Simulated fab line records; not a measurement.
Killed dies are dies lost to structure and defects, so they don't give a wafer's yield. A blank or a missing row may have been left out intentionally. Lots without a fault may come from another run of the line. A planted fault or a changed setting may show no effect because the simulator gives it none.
fab line records | flow n5Finfet
[record] lots = 10 | wafers = 30 | lastDay = 18
route steps=1938 shown BEOL_M5@1148
lots untouched by any fault: they come from a run of this same line in which no faults occurred
startH: the number of hours between the record's first day and the start of the first shown wafer of the lot | waitH: hours from the lot's prior step to this one | " identical to the entry in the row above | L1.1+2: a single row standing in for several wafers | - no value, or no start given | * or withheld: withheld | < > ~ a bound
route shown NAME@n: names a module that has steps shown in the file, with the first one's number in the route | usual: mean and standard deviation over wafers with no fault | same: alike in all rows | chamber/n: place in a boat | sites: each site's reading | _std_site: standard deviation across them | _edge_site: the outer-site mean with the inner-site mean subtracted | radiusMm: for every site, how far away it sits from the centre of the wafer | mask NAME#n: copy n | behind: the tool/chamber that last shaped the wafer | hold: what put the lot on hold/how long, in hours/how the hold closed | device: the n, p or np transistor that did not switch | end of line: the tests these same wafers got at the end of their route | a step without rows: its recipe alone | killed: not the wafer's yield, but the dies lost to structure and defects at the first sort | map: shows each die of a wafer: x if killed, . if not, _ if none is there
set.NAME: the run value of the setting; set.NAME@STEP: its run value at that earlier step | model.NAME: the simulator's own value behind a step, which no gauge read
one table for each step of the route and one row for each wafer, over a sample of lots
services: when a tool's chamber went out of use (startH, in hours from the record's first day, below 0 if earlier), for how many hours, and the reason
[[steps]]
[step N5_BEOL_M5_CD_MEAS_28]
[recipe] targetCdNm = 30.6 | landingEnergyEv = 500 | detector = seInlens | targetCdYNm = 20 | polarity = opening
[usual] cdNm = 30.73/0.25
[same] landingEnergyEv = 500
lot.wafer | tool     | chamber | startH | waitH | cdNm
L254.1    | cdSem-03 | 0       | 173.96 | -     | 30.58
L254.4    | "        | 0       | "      | "     | 30.91
L254.6    | "        | 0       | "      | "     | 30.52
L256.3    | cdSem-02 | 0       | 185.10 | -     | 30.11
L256.4    | "        | 0       | "      | "     | 30.52
L256.6    | "        | 0       | "      | "     | 30.28
L257.3    | cdSem-01 | 0       | 190.10 | -     | 30.34
L257.4    | "        | 0       | "      | "     | 30.29
L257.6    | "        | 0       | "      | "     | 30.62
L258.2    | cdSem-03 | 0       | 196.50 | -     | 30.78
L258.4    | "        | 0       | "      | "     | 30.60
L258.6    | "        | 0       | "      | "     | 30.92
L259.1    | cdSem-01 | 0       | 205.92 | -     | 30.84
L259.2    | "        | 0       | "      | "     | 30.59
L259.4    | "        | 0       | "      | "     | 30.56
L266.1    | cdSem-02 | 0       | 266.51 | -     | 31.15
L266.3    | "        | 0       | "      | "     | 30.84
L266.5    | "        | 0       | "      | "     | 30.51
L274.1    | cdSem-03 | 0       | 301.79 | -     | 30.86
L274.4    | "        | 0       | "      | "     | 30.88
L274.6    | "        | 0       | "      | "     | 30.62
L270.1    | cdSem-03 | 0       | 307.02 | -     | 30.68
L270.3    | "        | 0       | "      | "     | 30.66
L270.5    | "        | 0       | "      | "     | 30.68
L273.2    | cdSem-01 | 0       | 315.77 | -     | 30.58
L273.5    | "        | 0       | "      | "     | 30.59
L273.6    | "        | 0       | "      | "     | 30.86
L275.1    | cdSem-01 | 0       | 322.48 | -     | 30.89
L275.3    | "        | 0       | "      | "     | 31.25
L275.4    | "        | 0       | "      | "     | 30.95
[step N5_BEOL_M5_OVL_MEAS_29]
[recipe] pointsPerWafer = 522
[usual] V4_OVL = -0.6/0.77
lot.wafer | tool       | chamber | startH | waitH | V4_OVL[nm]
L254.1    | overlay-02 | 0       | 173.99 | 0.0   | -0.5
L254.4    | "          | 0       | "      | "     | -0.3
L254.6    | "          | 0       | "      | "     | 0.5
L256.3    | overlay-02 | 0       | 185.14 | 0.0   | -0.9
L256.4    | "          | 0       | "      | "     | 0.1
L256.6    | "          | 0       | "      | "     | -0.9
L257.3    | overlay-02 | 0       | 190.14 | 0.0   | 0.1
L257.4    | "          | 0       | "      | "     | -0.9
L257.6    | "          | 0       | "      | "     | -0.7
L258.2    | overlay-02 | 0       | 196.53 | 0.0   | -1.1
L258.4    | "          | 0       | "      | "     | -0.6
L258.6    | "          | 0       | "      | "     | -1.9
L259.1    | overlay-02 | 0       | 205.95 | 0.0   | -1.3
L259.2    | "          | 0       | "      | "     | -1.4
L259.4    | "          | 0       | "      | "     | -1.5
L266.1    | overlay-02 | 0       | 266.54 | 0.0   | -0.3
L266.3    | "          | 0       | "      | "     | 0.4
L266.5    | "          | 0       | "      | "     | -0.1
L274.1    | overlay-01 | 0       | 301.82 | 0.0   | -0.5
L274.4    | "          | 0       | "      | "     | -2.3
L274.6    | "          | 0       | "      | "     | -1.3
L270.1    | overlay-01 | 0       | 307.05 | 0.0   | 0.5
L270.3    | "          | 0       | "      | "     | -0.1
L270.5    | "          | 0       | "      | "     | -0.2
L273.2    | overlay-01 | 0       | 315.80 | 0.0   | -0.6
L273.5    | "          | 0       | "      | "     | -0.8
L273.6    | "          | 0       | "      | "     | -1.8
L275.1    | overlay-01 | 0       | 322.51 | 0.0   | 0.4
L275.3    | "          | 0       | "      | "     | -0.2
L275.4    | "          | 0       | "      | "     | -0.5
[step N5_BEOL_M5_ETCH_75]
[recipe] chemistry = N2/H2 | target = underlayer | targetDepthA = 65 | maskMaterial = CAR-EUV | timeS = 5.2 | ionEnergyEv = 200 | pressureMtorr = 30 | sourceW = 840 | biasW = 150 | n2FlowSccm = 200 | h2FlowSccm = 200 | ends = cleared
[usual] biasW = 150.0/0.43 | chamberPressureMTorr = 30.00/0.04 | drypumpMotorCurrentA = 5.8/0.71 | etchRfOnTimeS = 5.29/0.13 | h2FlowSccm = 200.1/0.59 | n2FlowSccm = 200.1/0.53 | oesProductAu = 0.64/0.051 | rfVppV = 523.1/2.4 | showerheadPlenumPTorr = 2.51/0.076 | throttleValvePct = 17.79/0.19
lot.wafer | tool       | chamber | startH | waitH | biasW | chamberPressureMTorr | drypumpMotorCurrentA | etchRfOnTimeS | h2FlowSccm | n2FlowSccm | oesProductAu | rfHoursCounterH | rfVppV | showerheadPlenumPTorr | throttleValvePct
L254.1    | rieDiel-01 | 2       | 174.12 | 0.0   | 149.6 | 29.96                | 5.2                  | 5.39          | 200.4      | 199.8      | 0.61         | 157             | 522.7  | 2.54                  | 17.57
L254.4    | "          | 1       | "      | "     | 150.0 | 30.00                | 4.9                  | 5.43          | 198.8      | 200.2      | 0.59         | 195             | 520.5  | 2.41                  | 17.92
L254.6    | "          | 1       | "      | "     | 150.0 | 29.97                | 4.9                  | 5.40          | 199.5      | 200.1      | 0.60         | -               | 519.5  | 2.41                  | 17.93
L256.3    | rieDiel-04 | 3       | 185.43 | 0.0   | 149.9 | 29.94                | 6.8                  | 5.15          | 200.2      | 200.1      | 0.71         | 63              | 522.5  | 2.47                  | 17.78
L256.4    | "          | 1       | "      | "     | 149.6 | 29.99                | 4.7                  | 5.12          | 200.6      | 200.5      | 0.63         | 161             | 526.7  | 2.66                  | 17.82
L256.6    | "          | 2       | "      | "     | 148.7 | 30.02                | 6.5                  | 5.30          | 199.7      | 200.6      | 0.74         | -               | 521.4  | 2.48                  | 17.35
L257.3    | rieDiel-01 | 0       | 190.25 | 0.0   | -     | -                    | -                    | -             | -          | -          | -            | -               | -      | -                     | -
L257.4    | "          | 1       | "      | "     | -     | -                    | -                    | -             | -          | -          | -            | -               | -      | -                     | -
L257.6    | "          | 0       | "      | "     | -     | -                    | -                    | -             | -          | -          | -            | -               | -      | -                     | -
L258.2    | rieDiel-01 | 2       | 196.65 | 0.0   | -     | -                    | -                    | -             | -          | -          | -            | -               | -      | -                     | -
L258.4    | "          | 2       | "      | "     | -     | -                    | -                    | -             | -          | -          | -            | -               | -      | -                     | -
L258.6    | "          | 3       | "      | "     | -     | -                    | -                    | -             | -          | -          | -            | -               | -      | -                     | -
L259.1    | rieDiel-01 | 2       | 206.97 | 0.1   | -     | -                    | -                    | -             | -          | -          | -            | -               | -      | -                     | -
L259.2    | "          | 2       | "      | "     | -     | -                    | -                    | -             | -          | -          | -            | -               | -      | -                     | -
L259.4    | "          | 2       | "      | "     | -     | -                    | -                    | -             | -          | -          | -            | -               | -      | -                     | -
L266.1    | rieDiel-01 | 3       | 266.67 | 0.0   | 149.4 | 30.04                | 6.4                  | 5.24          | 200.6      | 200.0      | 0.72         | 62              | 522.9  | 2.48                  | 17.78
L266.3    | "          | 2       | "      | "     | 149.8 | 29.95                | 5.2                  | 5.29          | 200.9      | 200.4      | 0.60         | 188             | 520.8  | 2.53                  | 17.63
L266.5    | "          | 1       | "      | "     | 149.4 | 29.97                | 4.9                  | 5.42          | 200.4      | 200.1      | 0.57         | -               | 520.5  | 2.40                  | 17.96
L274.1    | rieDiel-01 | 0       | 301.96 | 0.0   | 149.3 | 29.99                | 5.6                  | 5.11          | 200.1      | 201.1      | 0.65         | 153             | 525.8  | 2.54                  | 17.86
L274.4    | "          | 1       | "      | "     | 150.2 | 29.92                | 4.9                  | 5.43          | 200.1      | 199.0      | 0.58         | 230             | 519.3  | 2.39                  | 17.96
L274.6    | "          | 2       | "      | "     | 150.2 | 29.93                | 5.2                  | 5.36          | 200.1      | 200.6      | 0.59         | -               | 523.4  | 2.52                  | 17.63
L270.1    | rieDiel-01 | 1       | 307.38 | 0.0   | 149.8 | 29.98                | 4.9                  | 5.42          | 199.8      | 199.2      | 0.57         | 232             | 518.1  | 2.39                  | 17.99
L270.3    | "          | 2       | "      | "     | 149.5 | 30.01                | 5.2                  | 5.39          | 199.0      | 200.5      | 0.58         | 198             | 523.2  | 2.52                  | 17.68
L270.5    | "          | 0       | "      | "     | 149.8 | 29.92                | 5.6                  | 5.14          | 200.5      | 200.1      | 0.66         | -               | 525.2  | 2.54                  | 17.89
L273.2    | rieDiel-01 | 3       | 316.04 | 0.0   | 149.6 | 30.04                | 6.5                  | 5.26          | 199.7      | 200.5      | 0.70         | 74              | 523.5  | 2.48                  | 17.82
L273.5    | "          | 1       | "      | "     | 150.2 | 29.93                | 4.9                  | 5.39          | 200.3      | 200.7      | 0.57         | -               | 520.0  | 2.39                  | 17.99
L273.6    | "          | 0       | "      | "     | 149.5 | 29.94                | 5.6                  | 5.02          | 199.7      | 199.5      | 0.67         | -               | 522.4  | 2.54                  | 17.87
L275.1    | rieDiel-01 | 0       | 322.81 | 0.0   | 150.0 | 29.99                | 5.6                  | 5.17          | 199.9      | 199.8      | 0.66         | 159             | 525.5  | 2.54                  | 17.87
L275.3    | "          | 3       | "      | "     | 150.5 | 29.98                | 6.4                  | 5.31          | 199.4      | 199.7      | 0.70         | 76              | 519.8  | 2.47                  | 17.81
L275.4    | "          | 1       | "      | "     | 150.1 | 30.01                | 4.9                  | 5.46          | 200.4      | 199.3      | 0.57         | 236             | 522.5  | 2.39                  | 17.98
[step N5_BEOL_M5_ETCH_67]
[recipe] chemistry = CF4 | target = SiARC | targetDepthA = 156 | maskMaterial = CAR-EUV | timeS = 26 | ionEnergyEv = 80 | pressureMtorr = 40 | sourceW = 545 | biasW = 36 | Ar_flow_sccm = 100 | cf4FlowSccm = 100 | ends = cleared
[usual] biasW = 35.98/0.11 | cf4FlowSccm = 99.93/0.27 | drypumpMotorCurrentA = 5.8/0.71 | etchRfOnTimeS = 26.5/0.69 | mfcArSccm = 100.04/0.3 | oesProductAu = 0.64/0.051 | rfVppV = 183.8/1 | showerheadPlenumPTorr = 2.12/0.054 | throttleValvePct = 15.56/0.18
lot.wafer | tool       | chamber | startH | waitH | biasW | cf4FlowSccm | drypumpMotorCurrentA | etchRfOnTimeS | mfcArSccm | oesProductAu | rfHoursCounterH | rfVppV | showerheadPlenumPTorr | throttleValvePct
L254.1    | rieDiel-01 | 2       | 174.13 | 0.0   | 35.84 | 100.27      | 5.2                  | 27.2          | 99.98     | 0.61         | 157             | 183.5  | 2.15                  | 15.39
L254.4    | "          | 1       | "      | "     | 35.98 | 99.89       | 4.8                  | 27.0          | 99.97     | 0.60         | 195             | 181.3  | 2.04                  | 15.66
L254.6    | "          | 1       | "      | "     | 35.96 | 100.23      | 4.9                  | 27.0          | 99.86     | 0.59         | -               | 183.3  | 2.04                  | 15.68
L256.3    | rieDiel-04 | 3       | 185.45 | 0.0   | 36.16 | 99.67       | 6.7                  | 26.3          | 100.16    | 0.71         | 63              | 185.1  | 2.10                  | 15.51
L256.4    | "          | 1       | "      | "     | 36.07 | 100.08      | 4.7                  | 25.8          | 100.05    | 0.63         | 161             | 185.6  | 2.22                  | 15.45
L256.6    | "          | 2       | "      | "     | 36.01 | 99.90       | 6.5                  | 26.8          | 100.35    | 0.76         | -               | 183.5  | 2.09                  | 15.19
L257.3    | rieDiel-01 | 0       | 190.27 | 0.0   | 35.96 | 100.45      | 5.6                  | 25.2          | 100.04    | 0.69         | 125             | 184.4  | 2.17                  | 15.77
L257.4    | "          | 1       | "      | "     | 36.12 | 100.21      | 4.9                  | 26.7          | 100.43    | 0.60         | 200             | 182.0  | 2.04                  | 15.68
L257.6    | "          | 0       | "      | "     | 36.06 | 100.18      | 5.6                  | 25.2          | 100.02    | 0.69         | -               | 183.8  | 2.17                  | 15.75
L258.2    | rieDiel-01 | 2       | 196.67 | 0.0   | 36.21 | 99.95       | 5.2                  | 26.5          | 100.35    | 0.61         | 165             | 184.6  | 2.14                  | 15.40
L258.4    | "          | 2       | "      | "     | 36.17 | 99.77       | 5.2                  | 27.0          | 100.27    | 0.61         | -               | 185.7  | 2.14                  | 15.40
L258.6    | "          | 3       | "      | "     | 35.77 | 100.14      | 6.4                  | 26.3          | 99.93     | 0.73         | -               | 185.2  | 2.11                  | 15.53
L259.1    | rieDiel-01 | 2       | 207.02 | 0.0   | 36.14 | 99.72       | 5.2                  | 27.0          | 99.77     | 0.61         | 170             | 182.7  | 2.14                  | 15.42
L259.2    | "          | 2       | "      | "     | 35.98 | 99.70       | 5.2                  | 26.9          | 100.01    | 0.61         | -               | 184.0  | 2.14                  | 15.41
L259.4    | "          | 2       | "      | "     | 35.81 | 99.67       | 5.2                  | 26.9          | 100.21    | 0.61         | -               | 184.6  | 2.14                  | 15.39
L266.1    | rieDiel-01 | 3       | 266.69 | 0.0   | 35.76 | 100.25      | 6.4                  | 26.4          | 99.93     | 0.71         | 62              | 183.3  | 2.10                  | 15.57
L266.3    | "          | 2       | "      | "     | 36.04 | 100.05      | 5.2                  | 26.8          | 99.86     | 0.60         | 188             | 183.7  | 2.14                  | 15.45
L266.5    | "          | 1       | "      | "     | 36.05 | 99.46       | 4.9                  | 27.4          | 99.82     | 0.57         | -               | 182.6  | 2.03                  | 15.72
L274.1    | rieDiel-01 | 0       | 301.98 | 0.0   | 35.98 | 100.34      | 5.6                  | 25.6          | 100.63    | 0.66         | 153             | 183.2  | 2.16                  | 15.81
L274.4    | "          | 1       | "      | "     | 35.98 | 99.77       | 4.9                  | 27.7          | 99.77     | 0.57         | 230             | 182.0  | 2.03                  | 15.73
L274.6    | "          | 2       | "      | "     | 35.88 | 99.82       | 5.2                  | 27.4          | 100.12    | 0.58         | -               | 183.6  | 2.13                  | 15.46
L270.1    | rieDiel-01 | 1       | 307.40 | 0.0   | 35.96 | 99.67       | 4.9                  | 27.3          | 100.31    | 0.57         | 232             | 182.8  | 2.03                  | 15.74
L270.3    | "          | 2       | "      | "     | 35.88 | 100.16      | 5.2                  | 27.3          | 100.19    | 0.58         | 198             | 184.6  | 2.13                  | 15.45
L270.5    | "          | 0       | "      | "     | 35.91 | 100.53      | 5.6                  | 25.8          | 99.69     | 0.66         | -               | 184.6  | 2.16                  | 15.83
L273.2    | rieDiel-01 | 3       | 316.05 | 0.0   | 35.90 | 100.31      | 6.4                  | 26.6          | 100.36    | 0.71         | 74              | 182.9  | 2.10                  | 15.60
L273.5    | "          | 1       | "      | "     | 35.91 | 99.65       | 4.9                  | 27.5          | 100.04    | 0.57         | -               | 183.7  | 2.03                  | 15.76
L273.6    | "          | 0       | "      | "     | 36.02 | 99.78       | 5.6                  | 25.5          | 99.63     | 0.66         | -               | 183.5  | 2.16                  | 15.84
L275.1    | rieDiel-01 | 0       | 322.83 | 0.0   | 35.97 | 99.73       | 5.6                  | 25.7          | 100.27    | 0.66         | 159             | 184.4  | 2.16                  | 15.82
L275.3    | "          | 3       | "      | "     | 36.10 | 100.34      | 6.4                  | 26.6          | 100.00    | 0.69         | 76              | 183.0  | 2.10                  | 15.59
L275.4    | "          | 1       | "      | "     | 35.84 | 100.04      | 4.9                  | 27.8          | 99.74     | 0.56         | 236             | 182.9  | 2.03                  | 15.76
[[services]]
tool       | chamber | startH | hours | kind
rieDiel-04 | 3       | 157.82 | 7.7   | repair
rieDiel-01 | 3       | 159.74 | 5.1   | repair
rieDiel-04 | 0       | 164.51 | 10.8  | repair
rieDiel-01 | 0       | 192.03 | 15.2  | repair
rieDiel-01 | 3       | 199.51 | 13.7  | repair
rieDiel-01 | 1       | 203.97 | 4.9   | repair
rieDiel-01 | 3       | 233.71 | 4.6   | repair
rieDiel-04 | -       | 307.34 | 1.1   | repair
[[key]]
[firstSign] step = N5_BEOL_M5_ETCH_75 | reading = toolRecord | direction = missing
effect none on later readings
metAt N5_BEOL_M5_ETCH_75
struckLots L257,L258,L259
notActingAt N5_BEOL_M5_CD_MEAS_28,N5_BEOL_M5_OVL_MEAS_29,N5_BEOL_M5_ETCH_67
onsetBetween 174.12 190.25
[fault] kind = skippedStepWhole | tool = rieDiel-01 | chamber = - | onsetH = 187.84 | steps = N5_BEOL_M5_ETCH_75 | scope = struckLotsOnly
